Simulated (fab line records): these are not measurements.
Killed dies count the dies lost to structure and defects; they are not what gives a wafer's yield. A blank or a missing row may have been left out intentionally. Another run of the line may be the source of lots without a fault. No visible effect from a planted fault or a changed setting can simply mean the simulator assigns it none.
Which tool did it? -- flow n5Finfet -- Sampling: 10 lots, 28 wafers, 5 of 1938 route steps

== WHAT THE GAUGES READ, wafer by wafer ==
N5_WELL_APT_CD_MEAS_08: the cd target is 200 nm. Usual: cdNm at 200.1 nm, with a standard deviation of 1.8.
lot,measured,on,cdNm (nm),flag
L463,day 1 13:41,cdSem-01,200.1 198.9,
L465,day 2 01:53,cdSem-01,202.4 199.3 204.7,
L466,day 2 07:43,cdSem-03,199.0 198.9 198.0,
L467,day 2 13:52,cdSem-02,203.7 202.5 201.5,
L475,day 4 13:49,cdSem-03,202.1 202.2 201.0,
L476,day 4 19:51,cdSem-03,198.5 204.8 200.8,
L477,day 5 01:43,cdSem-02,198.8 198.4,
L478,day 5 07:55,cdSem-02,196.8 198.3 197.4,
L480,day 5 19:51,cdSem-01,200.6 200.2 199.8,
L485,day 7 01:49,cdSem-03,198.6 197.7 198.9,

N5_WELL_APT_INSPECT_27: inspects for defects (macro). Usual: rawDefectCount at 2.1, with a standard deviation of 1.3.
lot,measured,on,rawDefectCount,flag
L463,day 1 14:51,defectInspect-01,3 2,
L465,day 2 03:12,defectInspect-01,2 2 2,
L466,day 2 09:02,defectInspect-02,1 3 2,
L467,day 2 15:26,defectInspect-02,3 4 4,
L475,day 4 14:59,defectInspect-02,1 2 1,
L476,day 4 21:11,defectInspect-02,1 0 2,
L477,day 5 03:04,defectInspect-01,2 2,
L478,day 5 09:13,defectInspect-02,1 1 3,
L480,day 5 21:02,defectInspect-02,2 1 5,
L485,day 7 03:07,defectInspect-01,0 1 4,

N5_BEOL_M4_RC_MEAS_101. Usual: CJ_N 4.35, standard deviation 0.1; DIBL_N 35.8 mV/V, standard deviation 1.7; DIBL_P 35.9 mV/V, standard deviation 1.9; IOFF_N 0.151 nA/um, standard deviation 0.028; IOFF_P 0.21 nA/um, standard deviation 0.037; ION_N 673 uA/um, standard deviation 12; ION_P 463 uA/um, standard deviation 8.3; SS_N 71.4 mV/dec, standard deviation 0.59; SS_P 73.2 mV/dec, standard deviation 0.63; VT_N 250 mV, standard deviation 3.2; VT_P -250 mV, standard deviation 3.7.
lot,measured,on,CJ_N,DIBL_N (mV/V),DIBL_P (mV/V),IOFF_N (nA/um),IOFF_P (nA/um),ION_N (uA/um),ION_P (uA/um),SS_N (mV/dec),SS_P (mV/dec),VT_N (mV),VT_P (mV),flag
L463,day 7 17:10,prober-02,4.41 4.38,36.1 35.2,36.0 35.2,0.141 0.130,0.21 0.21,667 660,462 457,71.5 71.2,73.7 73.0,249 254,-247 -250,
L465,day 7 22:12,prober-01,4.41 4.45 4.47,37.0 37.4 37.3,36.9 37.2 36.3,0.171 0.197 0.185,0.26 0.28 0.27,668 688 674,466 476 470,72.2 71.6 71.8,74.2 74.1 74.2,251 245 246,-245 -243 -243,
L466,day 8 10:10,prober-02,4.34 4.47 4.32,37.9 37.0 38.2,38.0 37.3 38.8,0.172 0.167 0.183,0.23 0.21 0.24,671 687 678,453 468 468,71.3 71.3 71.9,73.8 73.4 73.4,248 249 249,-250 -255 -247,
L467,day 9 03:51,prober-02,4.34 4.41 4.37,35.3 33.5 31.4,36.6 33.1 30.7,0.155 0.123 0.101,0.21 0.17 0.14,679 665 664,469 461 458,71.4 71.3 70.4,73.1 73.3 72.1,249 251 252,-249 -253 -253,
L475,day 10 22:18,prober-02,3.22 3.30 3.36,36.5 35.6 35.7,36.2 34.5 34.2,0.159 0.142 0.151,0.19 0.17 0.16,665 667 668,454 459 457,71.8 70.6 72.0,72.9 72.5 72.4,250 248 251,-253 -256 -253,OFF
L476,day 11 05:10,prober-02,3.28 3.27 3.27,36.6 39.4 36.4,34.5 37.7 34.8,0.150 0.203 0.142,0.17 0.21 0.17,674 677 674,458 455 463,72.2 72.5 72.0,72.8 73.4 72.5,252 246 251,-254 -252 -255,OFF
L477,day 11 04:52,prober-01,4.17 4.17,35.9 34.0,37.2 35.2,0.173 0.139,0.24 0.21,688 669,479 467,71.4 71.1,73.3 73.0,247 249,-247 -246,
L478,day 11 13:51,prober-01,4.45 4.45 4.54,36.9 37.8 36.8,36.0 36.6 35.3,0.167 0.182 0.162,0.20 0.21 0.20,669 679 684,456 463 469,71.9 71.3 71.2,73.1 73.6 72.6,250 245 248,-252 -249 -252,
L480,day 11 23:42,prober-02,4.27 4.26 4.23,35.3 35.5 34.6,36.1 36.0 34.9,0.131 0.128 0.117,0.18 0.18 0.18,668 655 656,458 453 451,71.2 71.2 70.8,72.4 73.1 72.8,254 254 256,-252 -253 -255,
L485,day 14 09:05,prober-01,4.27 4.38 4.38,36.0 36.2 36.1,35.6 35.5 35.7,0.137 0.147 0.145,0.20 0.20 0.20,661 674 667,453 461 458,71.3 71.9 72.2,73.2 73.1 73.1,254 254 254,-247 -252 -248,

== WHICH TOOL RAN EACH LOT (tool, then ch and the chambers of the sampled wafers, then the start) ==
lot,N5_WELL_APT_DESCUM_30,N5_WELL_APT_IMPLANT_32
L463,"rieDiel-01 ch 0,2, day 1 14:59","implanter-02 ch 0, day 1 15:16"
L465,"rieDiel-01 ch 0,2, day 2 03:14","implanter-02 ch 0, day 2 03:31"
L466,"rieDiel-01 ch 0,1,2, day 2 09:15","implanter-01 ch 0, day 2 09:35"
L467,"rieDiel-02 ch 0,1, day 2 15:28","implanter-01 ch 0, day 2 15:45"
L475,"rieDiel-02 ch 2,3, day 4 15:16","implanter-02 ch 0, day 4 15:35"
L476,"rieDiel-06 ch 2,3, day 4 21:13","implanter-02 ch 0, day 4 21:29"
L477,"rieDiel-02 ch 0,3, day 5 03:06","implanter-01 ch 0, day 5 03:23"
L478,"rieDiel-02 ch 0,2, day 5 09:15","implanter-01 ch 0, day 5 09:32"
L480,"rieDiel-01 ch 0,2, day 5 21:08","implanter-01 ch 0, day 5 21:25"
L485,"rieDiel-06 ch 1,2,3, day 7 03:13","implanter-01 ch 0, day 7 03:34"
- N5_WELL_APT_DESCUM_30: chemistry O2, time 7.9 s.
- N5_WELL_APT_IMPLANT_32

== AS READ BY THE TOOLS THEMSELVES (means over the sampled wafers that have a number; for cases with no such wafer, the mark the record gives instead) ==
N5_WELL_APT_DESCUM_30. Usual: drypumpMotorCurrentA 5.7 A, standard deviation 0.51; oesProductAu 0.80 a.u., standard deviation 0.076; rfVppV 243.4 V, standard deviation 1.3; showerheadPlenumPTorr 2.11 Torr, standard deviation 0.064; throttleValvePct 20.33 %, standard deviation 0.25.
lot,tool,drypumpMotorCurrentA (A),oesProductAu (a.u.),rfVppV (V),showerheadPlenumPTorr (Torr),throttleValvePct (%),flag
L463,rieDiel-01,6.0,0.76,243.9,2.10,20.38,
L465,rieDiel-01,6.1,0.75,242.9,2.10,20.40,
L466,rieDiel-01,6.1,0.79,242.7,2.09,20.34,
L467,rieDiel-02,5.9,0.84,244.1,2.15,20.03,
L475,rieDiel-02,5.2,0.80,243.7,2.12,20.45,
L476,rieDiel-06,5.8,0.80,244.0,2.13,20.23,
L477,rieDiel-02,5.7,0.78,243.8,2.15,20.34,
L478,rieDiel-02,5.4,0.89,242.1,2.06,19.93,
L480,rieDiel-01,6.0,0.72,242.1,2.09,20.44,
L485,rieDiel-06,5.6,0.78,243.9,2.12,20.39,

N5_WELL_APT_IMPLANT_32. Usual: doseIonsCm2 1.9994e+13, standard deviation 2.1e+10; faradayCurrentUA 254, standard deviation 5.2.
lot,tool,doseIonsCm2,faradayCurrentUA,flag
L463,implanter-02,1.9998e+13,250,
L465,implanter-02,2.0001e+13,256,
L466,implanter-01,1.9981e+13,252,
L467,implanter-01,1.9971e+13,255,
L475,implanter-02,1.1735e+13,148,OFF
L476,implanter-02,1.1758e+13,149,OFF
L477,implanter-01,1.9993e+13,251,
L478,implanter-01,2.0005e+13,249,
L480,implanter-01,1.9983e+13,248,
L485,implanter-01,2.0012e+13,252,

== THE ANSWER, worked out from the rows above alone ==
Rule: lot off if the mean of its wafers having a number is beyond 3 standard deviations from the usual mean. Also off: a lot with no number at a reading for which 4 or more lots have one. The other lots that the step has rows for count as sound. The gauges are gone through in route order, then the tools' own readings, and for those a lot's mean is taken as printed above. The first step at which some lot is off is used, and at that step the reading that is off furthest; a lot without a number counts as furthest.
Off: at N5_BEOL_M4_RC_MEAS_101 (CJ_N), L475, L476.
If a tool, at a process step before that reading, ran all the lots that are off and no sound lot after the first of them, it fits. The gauges at N5_BEOL_M4_RC_MEAS_101 aren't tried: what is off there is off at N5_WELL_APT_IMPLANT_32 too, on other tools, and a gauge's error can't cause that. One fits: N5_WELL_APT_IMPLANT_32 on implanter-02. A fault onset in the window from L465 (day 2 03:31, its last sound lot) to L475 (day 4 15:35, its first lot off) fits.
The tool's own readings at N5_WELL_APT_IMPLANT_32 bear it out: on the lots that are off they differ by more than 5 times the standard deviation of the sound lots' means. doseIonsCm2 reads 1.1746e+13 there against 1.9993e+13 on the sound lots; faradayCurrentUA reads 148 there against 252 on the sound lots.

== WHAT THE SIMULATOR HAD PUT IN ==
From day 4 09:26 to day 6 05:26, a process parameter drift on implanter-02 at N5_WELL_APT_IMPLANT_32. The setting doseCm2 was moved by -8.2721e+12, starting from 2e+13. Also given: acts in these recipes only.
Lots struck among those shown: L475, L476. This agrees with what the rule above found.
